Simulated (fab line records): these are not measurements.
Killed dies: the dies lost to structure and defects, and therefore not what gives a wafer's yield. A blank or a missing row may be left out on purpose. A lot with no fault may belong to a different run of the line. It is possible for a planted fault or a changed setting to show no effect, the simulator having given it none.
Which tool did it?	flow nandHarc	24 lots, 72 wafers sampled, at 5 steps of a route of 1302

## WHAT THE GAUGES SHOWED, per wafer
NHARC_P_BONDPAD_OVL_MEAS_38.
lot	measured	on	overlayXNm (nm)	overlayYNm (nm)
L074	day 6 13:55	overlay-01	2 2 2	0 -1 -1
L075	day 6 22:00	overlay-02	-6 -6 -6	-5 -4 -5
L076	day 7 10:33	overlay-01	0 0 0	-3 -4 -4
L077	day 7 15:55	overlay-02	6 6 6	1 1 0
L078	day 8 02:28	overlay-01	-5 -5 -5	6 6 6
L079	day 8 13:26	overlay-02	0 0 0	-3 -3 -3
L080	day 9 05:22	overlay-01	0 0 0	8 9 9
L081	day 9 13:28	overlay-01	-1 -2 -2	-1 -1 -2
L082	day 9 20:56	overlay-01	-2 -2 -2	0 1 0
L083	day 10 11:40	overlay-02	-3 -4 -3	4 4 4
L084	day 10 19:17	overlay-02	-9 -8 -9	4 4 4
L085	day 11 05:24	overlay-02	-7 -8 -7	6 6 6
L086	day 11 08:43	overlay-01	2 3 3	6 6 5
L087	day 11 21:20	overlay-02	-6 -6 -6	7 7 8
L088	day 12 23:40	overlay-01	-7 -6 -6	7 7 7
L089	day 13 00:44	overlay-01	6 5 5	-6 -7 -7
L090	day 13 09:29	overlay-02	-6 -7 -6	10 11 11
L091	day 13 12:07	overlay-01	0 1 0	5 4 4
L092	day 14 02:58	overlay-01	-6 -6 -7	-7 -7 -7
L093	day 14 18:24	overlay-02	3 3 3	-2 -3 -2
L094	day 14 19:37	overlay-01	0 1 1	11 11 11
L095	day 15 12:02	overlay-02	1 1 1	-3 -3 -2
L096	day 15 16:19	overlay-02	3 3 3	3 4 4
L097	day 15 23:33	overlay-01	0 0 -1	-1 -1 -1

NHARC_P_BONDPAD_CD_MEAS_13.
lot	measured	on	cdNm (nm)
L074	day 6 14:21	cdSem-03	496.8 496.6 493.0
L075	day 6 22:26	cdSem-02	503.0 502.7 501.4
L076	day 7 10:59	cdSem-01	503.3 497.8 502.1
L077	day 7 16:21	cdSem-01	502.5 499.9 496.7
L078	day 8 02:54	cdSem-01	498.5 501.9 500.7
L079	day 8 13:52	cdSem-01	499.8 494.8 500.2
L080	day 9 05:49	cdSem-01	499.6 498.1 501.6
L081	day 9 13:54	cdSem-02	498.6 497.4 495.6
L082	day 9 21:23	cdSem-03	496.4 494.1 498.3
L083	day 10 12:07	cdSem-02	502.1 503.8 497.7
L084	day 10 19:44	cdSem-01	500.6 501.4 499.6
L085	day 11 05:50	cdSem-02	497.4 496.7 495.4
L086	day 11 09:10	cdSem-02	496.6 498.2 495.6
L087	day 11 21:46	cdSem-02	500.9 500.0 498.5
L088	day 13 00:10	cdSem-01	498.3 501.6 499.4
L089	day 13 01:13	cdSem-02	496.9 500.1 498.0
L090	day 13 09:55	cdSem-03	499.0 497.5 497.1
L091	day 13 12:32	cdSem-02	497.5 497.4 501.3
L092	day 14 03:24	cdSem-03	502.0 501.5 495.9
L093	day 14 18:53	cdSem-02	501.3 500.2 499.9
L094	day 14 20:03	cdSem-03	503.1 503.9 502.7
L095	day 15 12:31	cdSem-02	496.9 496.1 497.2
L096	day 15 16:44	cdSem-01	503.2 502.5 502.3
L097	day 15 23:59	cdSem-02	499.5 499.0 500.9

NHARC_A_CHANNEL_HOLE_D1_INSPECT_12.
lot	measured	on	rawDefectCount
L074	day 8 11:43	defectInspect-01	5 2 2
L075	day 8 17:35	defectInspect-01	8 7 4
L076	day 9 09:44	defectInspect-01	2 5 2
L077	day 9 17:20	defectInspect-01	3 4 10
L078	day 9 21:04	defectInspect-02	7 9 8
L079	day 10 09:18	defectInspect-02	4 2 4
L080	day 11 02:41	defectInspect-01	5 8 1
L081	day 11 12:11	defectInspect-01	4 3 2
L082	day 11 15:38	defectInspect-01	2 7 4
L083	day 12 09:33	defectInspect-01	4 4 1
L084	day 12 16:04	defectInspect-01	8 8 3
L085	day 13 00:06	defectInspect-02	8 4 9
L086	day 13 07:44	defectInspect-01	3 8 4
L087	day 13 15:37	defectInspect-02	2 4 8
L088	day 14 20:01	defectInspect-02	4 8 3
L089	day 14 19:47	defectInspect-01	12 6 4
L090	day 15 04:14	defectInspect-02	7 7 6
L091	day 15 03:49	defectInspect-02	6 17 12
L092	day 15 23:52	defectInspect-02	9 7 9
L093	day 16 16:41	defectInspect-02	3 4 2
L094	day 16 16:14	defectInspect-02	2 1 4
L095	day 17 09:28	defectInspect-02	6 1 6
L096	day 17 10:11	defectInspect-02	1 12 5
L097	day 17 20:37	defectInspect-01	5 7 3

## EACH LOT AND THE TOOL THAT RAN IT (in order: tool; ch and the chambers of the sampled wafers; start)
lot	NHARC_P_BONDPAD_CMP_32	NHARC_A_ZERO_WELL_ETCH_13
L074	cmp-03 ch 0,2, day 6 13:08	rieSi-02 ch 1,3, day 6 18:28
L075	cmp-01 ch 2,3, day 6 21:07	rieSi-04 ch 1,3, day 7 02:13
L076	cmp-01 ch 1,2,3, day 7 09:39	rieSi-06 ch 1,2,3, day 7 15:04
L077	cmp-04 ch 0,1, day 7 15:01	rieSi-02 ch 0,2,3, day 7 20:19
L078	cmp-03 ch 0,1,2, day 8 01:43	rieSi-04 ch 1,2,3, day 8 06:44
L079	cmp-03 ch 1,2, day 8 12:31	rieSi-04 ch 1,2,3, day 8 18:01
L080	cmp-04 ch 1,2,3, day 9 04:39	rieSi-06 ch 2,3, day 9 10:11
L081	cmp-01 ch 0,2,3, day 9 12:33	rieSi-02 ch 1,2,3, day 9 17:49
L082	cmp-03 ch 2,3, day 9 20:10	rieSi-04 ch 0,2,3, day 10 01:18
L083	cmp-04 ch 1,2, day 10 10:55	rieSi-06 ch 0,2,3, day 10 16:03
L084	cmp-04 ch 0,3, day 10 18:32	rieSi-02 ch 1,2, day 10 23:38
L085	cmp-04 ch 0,2,3, day 11 04:37	rieSi-02 ch 0,1,2, day 11 09:47
L086	cmp-03 ch 0,2,3, day 11 07:58	rieSi-04 ch 0,2, day 11 13:10
L087	cmp-01 ch 1,2, day 11 20:26	rieSi-02 ch 0,1,3, day 12 01:34
L088	cmp-03 ch 0,1,2, day 12 22:47	rieSi-06 ch 1,2,3, day 13 04:07
L089	cmp-04 ch 1,2, day 12 23:50	rieSi-02 ch 1,2,3, day 13 05:10
L090	cmp-01 ch 1,2, day 13 08:35	rieSi-06 ch 0,1,2, day 13 13:44
L091	cmp-04 ch 0,2,3, day 13 11:12	rieSi-02 ch 0,1,3, day 13 16:24
L092	cmp-04 ch 0,2,3, day 14 02:05	rieSi-06 ch 0,1, day 14 07:19
L093	cmp-01 ch 0,2,3, day 14 17:40	rieSi-06 ch 0,3, day 14 22:41
L094	cmp-04 ch 0,1,3, day 14 18:50	rieSi-04 ch 0,1,2, day 15 00:05
L095	cmp-03 ch 0,3, day 15 11:09	rieSi-04 ch 1,2,3, day 15 16:32
L096	cmp-01 ch 1,2, day 15 15:24	rieSi-02 ch 0,1,2, day 15 20:45
L097	cmp-04 ch 0,2, day 15 22:38	rieSi-04 ch 0,1,2, day 16 03:55
- NHARC_P_BONDPAD_CMP_32: polishes SiCN, target thk 200 nm.
- NHARC_A_ZERO_WELL_ETCH_13: etches the open film in HBr/Cl2, target depth 120 nm, time 40.1 s.

## WHAT THE TOOLS THEMSELVES READ (means of the sampled wafers that have a number; where no wafer has one, the mark that the record gives instead)
NHARC_P_BONDPAD_CMP_32.
lot	tool	motorCurrentA (A)	retainingRingPressureFrac
L074	cmp-03	13.3	1.000
L075	cmp-01	10.9	1.001
L076	cmp-01	11.0	0.996
L077	cmp-04	10.4	0.996
L078	cmp-03	11.5	1.003
L079	cmp-03	10.9	1.000
L080	cmp-04	11.3	0.997
L081	cmp-01	11.0	0.997
L082	cmp-03	12.2	0.999
L083	cmp-04	11.8	0.996
L084	cmp-04	10.5	1.002
L085	cmp-04	11.3	1.002
L086	cmp-03	12.2	1.000
L087	cmp-01	11.5	0.997
L088	cmp-03	11.8	1.000
L089	cmp-04	12.4	0.998
L090	cmp-01	11.6	0.997
L091	cmp-04	11.0	1.001
L092	cmp-04	11.1	0.999
L093	cmp-01	10.9	1.000
L094	cmp-04	10.6	1.002
L095	cmp-03	12.3	1.004
L096	cmp-01	11.5	1.002
L097	cmp-04	11.6	1.000

NHARC_A_ZERO_WELL_ETCH_13.
lot	tool	drypumpMotorCurrentA (A)	oesProductAu (a.u.)	throttleValvePct (%)
L074	rieSi-02	6.2	0.999	26.402
L075	rieSi-04	5.4	1.009	26.410
L076	rieSi-06	5.5	1.007	26.413
L077	rieSi-02	6.1	0.997	26.411
L078	rieSi-04	5.6	0.998	26.411
L079	rieSi-04	5.6	1.002	26.402
L080	rieSi-06	5.4	0.999	26.406
L081	rieSi-02	6.3	1.007	26.405
L082	rieSi-04	5.7	1.016	26.405
L083	rieSi-06	5.4	1.005	26.404
L084	rieSi-02	6.3	1.007	26.399
L085	rieSi-02	6.1	1.007	26.406
L086	rieSi-04	5.9	1.006	26.400
L087	rieSi-02	6.0	1.018	26.406
L088	rieSi-06	5.5	1.002	26.398
L089	rieSi-02	6.3	1.010	26.407
L090	rieSi-06	5.5	1.002	26.411
L091	rieSi-02	6.0	1.006	26.402
L092	rieSi-06	5.8	1.008	26.407
L093	rieSi-06	5.6	1.003	26.412
L094	rieSi-04	5.6	1.008	26.406
L095	rieSi-04	5.6	0.985	26.407
L096	rieSi-02	6.1	1.004	26.397
L097	rieSi-04	5.6	0.996	26.400

## THE ANSWER, worked out from the rows above alone
Rule: usual is defined by the lots themselves. The widest of any qualifying gaps counts: lots, ordered by their means at a reading, are off when they make up no more than a third of the lots, leave a main group of 4 or more, and stand apart from it by 3 or more times the standard deviation of that group's means. A main group whose means are all the same, to the digits that the tables above print for the reading, isn't used. Also off: a lot with no number at a reading for which 4 or more lots have one. All remaining lots with rows at the step are treated as sound. Order of review: gauges by route order, followed by the tools' own readings, for which a lot's mean as printed above is used. The first step at which some lot is off is used, and at that step the reading that is off furthest; a lot without a number counts as furthest.
None of the lots is off at any reading shown; this tells nothing.

## WHAT THE SIMULATOR HAD INSERTED
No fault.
